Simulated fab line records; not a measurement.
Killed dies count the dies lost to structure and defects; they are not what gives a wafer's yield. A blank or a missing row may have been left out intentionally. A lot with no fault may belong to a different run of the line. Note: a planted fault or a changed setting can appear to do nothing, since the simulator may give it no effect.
A struck lot beside a sound one    flow nandHarc    42 steps out of a route of 1302
Sound: the wafers L355.1, L355.4, L355.5. Struck: wafers L356.1, L356.6. (L356.5 of the same lot was not struck and is left out.) The cause comes at the end.
Each step with rows lists, per side, the tool, then ch with its chambers, then its first start. Under that, the readings that differ: sound wafers    struck wafers    difference of the means    sigmas: that difference in standard deviations of wafers without a fault.
alike: same words and numbers on both sides, and readings whose means sit less than 2 such deviations apart. not compared: any withheld reading, any reading some wafer has no value for, any bound like >300 that may hide the same value, and any number with overlapping values for which the record gives no deviation.
A row with sigmas, a row that says differs or no value, or rows on one side alone: a step with any of these is where the two part. Non-overlapping numbers with no deviation appear without sigmas and do not part them. A reading that every wafer of one side lacks parts them only if that side has two wafers or more.

NHARC_A_BLC_OVL_MEAS_11:
  sound on overlay-02, day 26 16:34; struck on overlay-02, day 27 13:49
  alike: overlayXNm, overlayYNm
NHARC_A_BLC_INSPECT_12:
  sound on defectInspect-01, day 26 16:35; struck on defectInspect-02, day 27 13:52
  alike: rawDefectCount
then, 3 steps without rows for these wafers: NHARC_A_BLC_DESCUM_15 (chemistry O2, time 3 s); NHARC_A_BLC_ETCH_16 (etches the open film in CF4, target depth 39 nm, time 65 s); NHARC_A_BLC_ETCH_17 (etches the open film in N2/H2, target depth 390 nm, time 609.38 s).
NHARC_A_BLC_ETCH_18: etches the open film in C4F8/O2/Ar, target depth 910 nm.
  sound: rieDiel-06 ch 1,2,3; struck: rieDiel-08 ch 2,3
  alike: oesProductAu, rfVppV
  not compared: rfHoursCounterH
NHARC_A_BLC_CD_MEAS_19:
  sound on cdSem-01, day 26 17:37; struck on cdSem-03, day 27 14:54
  alike: cdNm
then, 5 steps without rows for these wafers: NHARC_A_BLC_STRIP_29 (strips in CF4); NHARC_A_BLC_STRIP_21 (strips in O2); NHARC_A_BLC_STRIP_22 (strips in post etch residue remover, time 600 s); NHARC_A_BLC_DEGAS_30 (time 60 s); NHARC_A_BLC_PRE_CLEAN_31 (time 15 s).
NHARC_A_BLC_PVD_32: deposits Ti, target thk 5 nm, time 17.7 s.
  sound on pvdSputter-02, day 26 18:21; struck on pvdSputter-03, day 27 15:39
  alike: throttleValvePct
then, 2 steps without rows for these wafers: NHARC_A_BLC_ALD_23 (deposits TiN, target thk 3 nm, pulse time 1 s, ald cycles 150); NHARC_A_BLC_CVD_24 (deposits W, target thk 150 nm, time 434 s).
NHARC_A_BLC_CMP_25: polishes, t overpolish 30 s, target thk 150 nm.
  sound on cmp-03 ch 1,2, day 26 19:11; struck on cmp-04 ch 1,2, day 27 16:32
  alike: motorCurrentA, overpolishRunS, timeToEndpointS
following that, these wafers have no rows for 1 step: NHARC_A_BLC_SRD_27.
NHARC_A_BLC_INSPECT_28:
  sound on defectInspect-02, day 26 19:36; struck on defectInspect-02, day 27 16:52
  alike: rawDefectCount
then, 10 steps without rows for these wafers: NHARC_A_M0_DEP_00 (deposits SiOC, target thk 150 nm); NHARC_A_M0_DEHYDRATE_01 (time 120 s); NHARC_A_M0_HMDS_02 (time 30 s); NHARC_A_M0_COAT_33 (time 65 s); NHARC_A_M0_COAT_03 (resist thk 90 nm); NHARC_A_M0_SOFTBAKE_04 (time 55 s); NHARC_A_M0_EBR_05; NHARC_A_M0_EXPOSE_06 (exposes mask A M0, target cd 80 nm); NHARC_A_M0_PEB_07 (peb time 65 s); NHARC_A_M0_DEVELOP_08 (develop time 35 s).
NHARC_A_M0_CD_MEAS_09 targets a cd of 80 nm.
  the record has rows for the sound wafers here (cdSem-01 ch 0, day 26 20:22) and none for the struck ones
NHARC_A_M0_OVL_MEAS_10: pitch 160 nm.
  the record holds rows for the sound wafers here (overlay-01, day 26 20:27) but none for the struck ones
NHARC_A_M0_INSPECT_11:
  the record holds rows for the sound wafers here (defectInspect-02, day 26 20:29) but none for the struck ones
NHARC_A_M0_DESCUM_14: chemistry O2, time 3 s.
  the record has rows for the sound wafers here (rieDiel-10 ch 1,2, day 26 20:33) and none for the struck ones
then, 2 steps without rows for these wafers: NHARC_A_M0_ETCH_34 (etches the open film in N2/H2, target depth 40 nm, overetch 12 nm, time 43.94 s); NHARC_A_M0_ETCH_15 (etches the open film in C4F8/Ar, target depth 150 nm, overetch 15 nm, time 82.5 s).
NHARC_A_M0_CD_MEAS_16:
  the record holds rows for the sound wafers here (cdSem-03, day 26 20:51) but none for the struck ones
then, 2 steps without rows for these wafers: NHARC_A_M0_STRIP_18 (strips in N2/H2); NHARC_A_M0_STRIP_19 (strips in post etch residue remover, time 600 s).
NHARC_A_M0_DEGAS_28: time 60 s.
  the record holds rows for the sound wafers here (pvdSputter-02, day 26 21:29) but none for the struck ones
then, 2 steps without rows for these wafers: NHARC_A_M0_PRE_CLEAN_29 (time 30 s); NHARC_A_M0_PVD_20 (deposits TaN, target thk 5 nm, time 8.06 s).
NHARC_A_M0_PVD_21: deposits Cu, target thk 30 nm, time 20.49 s.
  the record has rows for the sound wafers here (pvdSputter-02) and none for the struck ones
NHARC_END_SORT_01:
  the record has rows for the struck wafers here (prober-01 ch 0, day 29 10:19) and none for the sound ones

== WHERE THEY PART ==
First at NHARC_A_M0_CD_MEAS_09; last, within this record, at NHARC_END_SORT_01.

WHY: what the simulator had put in
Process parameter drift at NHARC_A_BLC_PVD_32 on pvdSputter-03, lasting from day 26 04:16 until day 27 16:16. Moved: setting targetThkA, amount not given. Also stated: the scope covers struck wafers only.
